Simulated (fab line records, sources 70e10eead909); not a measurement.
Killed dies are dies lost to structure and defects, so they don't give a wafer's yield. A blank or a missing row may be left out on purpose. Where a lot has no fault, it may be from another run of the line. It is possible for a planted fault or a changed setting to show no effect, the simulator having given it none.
Which of the tools did it? :: flow nand_harc :: Sampling: 13 lots, 39 wafers, 5 of 1302 route steps

## WHAT THE GAUGES SHOWED, per wafer
NHARC_P_BONDPAD_THK_MEAS_20: measures by xrf. Usual: thk_nm reads 160.5 nm (standard deviation 1.5).
lot: L725
measured: day 6 18:44
on: film_metro-02
thk_nm (nm): 162.0 160.8 164.3
flag: 

lot: L727
measured: day 7 13:07
on: film_metro-02
thk_nm (nm): 161.0 161.4 159.2
flag: 

lot: L728
measured: day 8 01:44
on: film_metro-01
thk_nm (nm): 162.5 158.4 159.6
flag: 

lot: L730
measured: day 8 23:18
on: film_metro-02
thk_nm (nm): 162.4 159.9 162.1
flag: 

lot: L731
measured: day 9 10:02
on: film_metro-01
thk_nm (nm): 159.5 159.0 157.8
flag: 

lot: L732
measured: day 9 15:01
on: film_metro-01
thk_nm (nm): 157.6 159.3 158.5
flag: 

lot: L733
measured: day 10 03:04
on: film_metro-01
thk_nm (nm): 160.6 159.0 161.9
flag: 

lot: L736
measured: day 11 06:19
on: film_metro-01
thk_nm (nm): 161.5 159.9 157.2
flag: 

lot: L741
measured: day 13 15:05
on: film_metro-01
thk_nm (nm): 161.9 161.0 161.5
flag: 

lot: L743
measured: day 14 04:36
on: film_metro-01
thk_nm (nm): 160.6 160.5 157.7
flag: 

lot: L744
measured: day 14 13:27
on: film_metro-02
thk_nm (nm): 160.2 159.2 159.2
flag: 

lot: L745
measured: day 15 11:24
on: film_metro-01
thk_nm (nm): 159.8 161.1 160.8
flag: 

lot: L747
measured: day 16 00:55
on: film_metro-01
thk_nm (nm): 160.2 162.8 161.8
flag: 

NHARC_A_ONON_D1_THK_MEAS_08: measures by ellipsometry. Usual: thk_nm reads 999 nm (standard deviation 10).
lot: L725
measured: day 7 18:41
on: film_metro-02
thk_nm (nm): 1014 1011 1012
flag: 

lot: L727
measured: day 8 13:03
on: film_metro-01
thk_nm (nm): 996 996 994
flag: 

lot: L728
measured: day 9 02:19
on: film_metro-01
thk_nm (nm): 996 996 997
flag: 

lot: L730
measured: day 10 02:54
on: film_metro-01
thk_nm (nm): 1003 1003 1002
flag: 

lot: L731
measured: day 10 13:02
on: film_metro-01
thk_nm (nm): 997 995 997
flag: 

lot: L732
measured: day 10 16:36
on: film_metro-01
thk_nm (nm): 1006 1009 1007
flag: 

lot: L733
measured: day 11 05:11
on: film_metro-01
thk_nm (nm): 983 984 981
flag: 

lot: L736
measured: day 12 10:56
on: film_metro-02
thk_nm (nm): 988 989 987
flag: 

lot: L741
measured: day 14 16:34
on: film_metro-01
thk_nm (nm): 1008 1008 1009
flag: 

lot: L743
measured: day 15 08:16
on: film_metro-02
thk_nm (nm): 515 513 513
flag: OFF

lot: L744
measured: day 15 14:37
on: film_metro-01
thk_nm (nm): 529 531 531
flag: OFF

lot: L745
measured: day 16 12:53
on: film_metro-01
thk_nm (nm): 993 993 994
flag: 

lot: L747
measured: day 16 23:10
on: film_metro-01
thk_nm (nm): 1009 1009 1009
flag: 

NHARC_END_SORT_01. Usual: killed_at_array 52, standard deviation 20; killed_at_other 1.0, standard deviation 1.3; killed_at_periphery 3.7, standard deviation 2.2; killed_dies 57, standard deviation 20; killed_open 3.2, standard deviation 1.6; killed_short 2.4, standard deviation 1.6.
lot: L731
measured: day 27 08:38
on: prober-01
killed_at_array: 101 80 70
killed_at_other: 1 0 0
killed_at_periphery: 3 5 4
killed_dies: 105 85 74
killed_open: 4 2 5
killed_short: 1 1 0
flag: 

lot: L743
measured: day 32 04:54
on: prober-02
killed_at_array: 674 673 670
killed_at_other: 1 1 2
killed_at_periphery: 2 3 5
killed_dies: 677 677 677
killed_open: 4 2 5
killed_short: 2 0 0
flag: OFF

lot: L744
measured: day 32 17:34
on: prober-01
killed_at_array: 671 675 673
killed_at_other: 0 0 0
killed_at_periphery: 6 2 4
killed_dies: 677 677 677
killed_open: 3 2 3
killed_short: 3 6 6
flag: OFF

## TOOL THAT RAN EACH LOT (tool first, then ch and the chambers of the sampled wafers, then the start)
lot: L725
NHARC_A_ZERO_WELL_ETCH_13: rie_si-03 ch 0,1,2, day 6 20:48
NHARC_A_ONON_D1_DEP_06: pecvd_onon-04 ch 0, day 7 18:10

lot: L727
NHARC_A_ZERO_WELL_ETCH_13: rie_si-01 ch 0,2,3, day 7 15:01
NHARC_A_ONON_D1_DEP_06: pecvd_onon-04 ch 0, day 8 12:35

lot: L728
NHARC_A_ZERO_WELL_ETCH_13: rie_si-03 ch 0,2,3, day 8 03:34
NHARC_A_ONON_D1_DEP_06: pecvd_onon-04 ch 0, day 9 01:56

lot: L730
NHARC_A_ZERO_WELL_ETCH_13: rie_si-03 ch 1,3, day 9 01:04
NHARC_A_ONON_D1_DEP_06: pecvd_onon-04 ch 0, day 10 02:23

lot: L731
NHARC_A_ZERO_WELL_ETCH_13: rie_si-01 ch 2,3, day 9 11:57
NHARC_A_ONON_D1_DEP_06: pecvd_onon-04 ch 0, day 10 12:31

lot: L732
NHARC_A_ZERO_WELL_ETCH_13: rie_si-05 ch 2,3, day 9 16:48
NHARC_A_ONON_D1_DEP_06: pecvd_onon-04 ch 0, day 10 16:05

lot: L733
NHARC_A_ZERO_WELL_ETCH_13: rie_si-05 ch 0,3, day 10 04:57
NHARC_A_ONON_D1_DEP_06: pecvd_onon-04 ch 0, day 11 04:44

lot: L736
NHARC_A_ZERO_WELL_ETCH_13: rie_si-01 ch 0,3, day 11 08:22
NHARC_A_ONON_D1_DEP_06: pecvd_onon-04 ch 0, day 12 10:26

lot: L741
NHARC_A_ZERO_WELL_ETCH_13: rie_si-01 ch 1,2,3, day 13 17:03
NHARC_A_ONON_D1_DEP_06: pecvd_onon-01 ch 0, day 14 16:03

lot: L743
NHARC_A_ZERO_WELL_ETCH_13: rie_si-05 ch 0,2, day 14 09:09
NHARC_A_ONON_D1_DEP_06: pecvd_onon-04 ch 0, day 15 07:52

lot: L744
NHARC_A_ZERO_WELL_ETCH_13: rie_si-05 ch 1,2,3, day 14 15:21
NHARC_A_ONON_D1_DEP_06: pecvd_onon-04 ch 0, day 15 14:07

lot: L745
NHARC_A_ZERO_WELL_ETCH_13: rie_si-01 ch 0,3, day 15 13:20
NHARC_A_ONON_D1_DEP_06: pecvd_onon-01 ch 0, day 16 12:26

lot: L747
NHARC_A_ZERO_WELL_ETCH_13: rie_si-05 ch 0,1,3, day 16 02:47
NHARC_A_ONON_D1_DEP_06: pecvd_onon-03 ch 0, day 16 22:42
- NHARC_A_ZERO_WELL_ETCH_13: etches the open film in HBr/Cl2, target depth 120 nm, time 40.1 s.
- NHARC_A_ONON_D1_DEP_06: target thk 1000 nm.

## WHAT THE TOOLS THEMSELVES READ (means of the sampled wafers that have a number; where no wafer has one, the mark that the record gives instead)
NHARC_A_ZERO_WELL_ETCH_13. Usual: chamber_pressure_mTorr 15.000 mTorr, standard deviation 0.016; drypump_motor_current_A 5.5 A, standard deviation 0.34; oes_product_au 1.001 a.u., standard deviation 0.0089; throttle_valve_pct 26.406 %, standard deviation 0.0089.
lot: L725
tool: rie_si-03
chamber_pressure_mTorr (mTorr): 14.979
drypump_motor_current_A (A): 5.5
oes_product_au (a.u.): 1.005
throttle_valve_pct (%): 26.397
flag: 

lot: L727
tool: rie_si-01
chamber_pressure_mTorr (mTorr): 15.004
drypump_motor_current_A (A): 5.9
oes_product_au (a.u.): 1.006
throttle_valve_pct (%): 26.402
flag: 

lot: L728
tool: rie_si-03
chamber_pressure_mTorr (mTorr): 15.000
drypump_motor_current_A (A): 5.4
oes_product_au (a.u.): 1.015
throttle_valve_pct (%): 26.412
flag: 

lot: L730
tool: rie_si-03
chamber_pressure_mTorr (mTorr): 15.004
drypump_motor_current_A (A): 5.5
oes_product_au (a.u.): 1.015
throttle_valve_pct (%): 26.401
flag: 

lot: L731
tool: rie_si-01
chamber_pressure_mTorr (mTorr): 15.007
drypump_motor_current_A (A): 5.8
oes_product_au (a.u.): 1.000
throttle_valve_pct (%): 26.409
flag: 

lot: L732
tool: rie_si-05
chamber_pressure_mTorr (mTorr): 15.001
drypump_motor_current_A (A): 5.9
oes_product_au (a.u.): 0.991
throttle_valve_pct (%): 26.401
flag: 

lot: L733
tool: rie_si-05
chamber_pressure_mTorr (mTorr): 15.003
drypump_motor_current_A (A): 5.5
oes_product_au (a.u.): 0.988
throttle_valve_pct (%): 26.401
flag: 

lot: L736
tool: rie_si-01
chamber_pressure_mTorr (mTorr): 15.004
drypump_motor_current_A (A): 6.0
oes_product_au (a.u.): 0.990
throttle_valve_pct (%): 26.408
flag: 

lot: L741
tool: rie_si-01
chamber_pressure_mTorr (mTorr): 15.010
drypump_motor_current_A (A): 5.7
oes_product_au (a.u.): 1.007
throttle_valve_pct (%): 26.396
flag: 

lot: L743
tool: rie_si-05
chamber_pressure_mTorr (mTorr): 15.004
drypump_motor_current_A (A): 5.6
oes_product_au (a.u.): 0.996
throttle_valve_pct (%): 26.401
flag: 

lot: L744
tool: rie_si-05
chamber_pressure_mTorr (mTorr): 14.987
drypump_motor_current_A (A): 5.6
oes_product_au (a.u.): 1.000
throttle_valve_pct (%): 26.399
flag: 

lot: L745
tool: rie_si-01
chamber_pressure_mTorr (mTorr): 15.002
drypump_motor_current_A (A): 6.0
oes_product_au (a.u.): 1.002
throttle_valve_pct (%): 26.414
flag: 

lot: L747
tool: rie_si-05
chamber_pressure_mTorr (mTorr): 15.002
drypump_motor_current_A (A): 5.3
oes_product_au (a.u.): 1.010
throttle_valve_pct (%): 26.409
flag: 

NHARC_A_ONON_D1_DEP_06. Usual: sih4_flow_sccm reads 210.0 sccm (standard deviation 0.53).
lot: L725
tool: pecvd_onon-04
sih4_flow_sccm (sccm): 209.8
flag: 

lot: L727
tool: pecvd_onon-04
sih4_flow_sccm (sccm): 209.4
flag: 

lot: L728
tool: pecvd_onon-04
sih4_flow_sccm (sccm): 209.7
flag: 

lot: L730
tool: pecvd_onon-04
sih4_flow_sccm (sccm): 210.3
flag: 

lot: L731
tool: pecvd_onon-04
sih4_flow_sccm (sccm): 209.8
flag: 

lot: L732
tool: pecvd_onon-04
sih4_flow_sccm (sccm): 209.2
flag: 

lot: L733
tool: pecvd_onon-04
sih4_flow_sccm (sccm): 209.9
flag: 

lot: L736
tool: pecvd_onon-04
sih4_flow_sccm (sccm): 210.5
flag: 

lot: L741
tool: pecvd_onon-01
sih4_flow_sccm (sccm): 209.9
flag: 

lot: L743
tool: pecvd_onon-04
sih4_flow_sccm (sccm): 210.1
flag: 

lot: L744
tool: pecvd_onon-04
sih4_flow_sccm (sccm): 209.6
flag: 

lot: L745
tool: pecvd_onon-01
sih4_flow_sccm (sccm): 209.5
flag: 

lot: L747
tool: pecvd_onon-03
sih4_flow_sccm (sccm): 210.1
flag: 

## THE ANSWER, worked out from the rows above alone
Rule: a lot is off if the mean of its wafers that have a number lies more than 3 standard deviations from the usual mean. Also off: a lot with no number at a reading for which 4 or more lots have one. All remaining lots with rows at the step are treated as sound. Order of review: gauges by route order, followed by the tools' own readings, for which a lot's mean as printed above is used. The first step at which some lot is off is used, and at that step the reading that is off furthest; a lot without a number counts as furthest.
Off at NHARC_A_ONON_D1_THK_MEAS_08 (thk_nm): L743, L744.
If a tool, at a process step before that reading, ran all the lots that are off and no sound lot after the first of them, it fits. Not tried: the gauges at NHARC_A_ONON_D1_THK_MEAS_08; whatever is off there is also off at NHARC_END_SORT_01, on other tools, and gauge error can't account for it. One candidate fits, namely pecvd_onon-04 at NHARC_A_ONON_D1_DEP_06. A fault onset in the window from L736 (day 12 10:26, its last sound lot) to L743 (day 15 07:52, its first lot off) fits.

## WHAT THE SIMULATOR HAD INSERTED
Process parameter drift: pecvd_onon-04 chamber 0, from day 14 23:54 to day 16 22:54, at NHARC_A_ONON_D1_DEP_06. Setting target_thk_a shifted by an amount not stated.
Shown lots that were struck: L743, L744. The rule above reached the same finding.
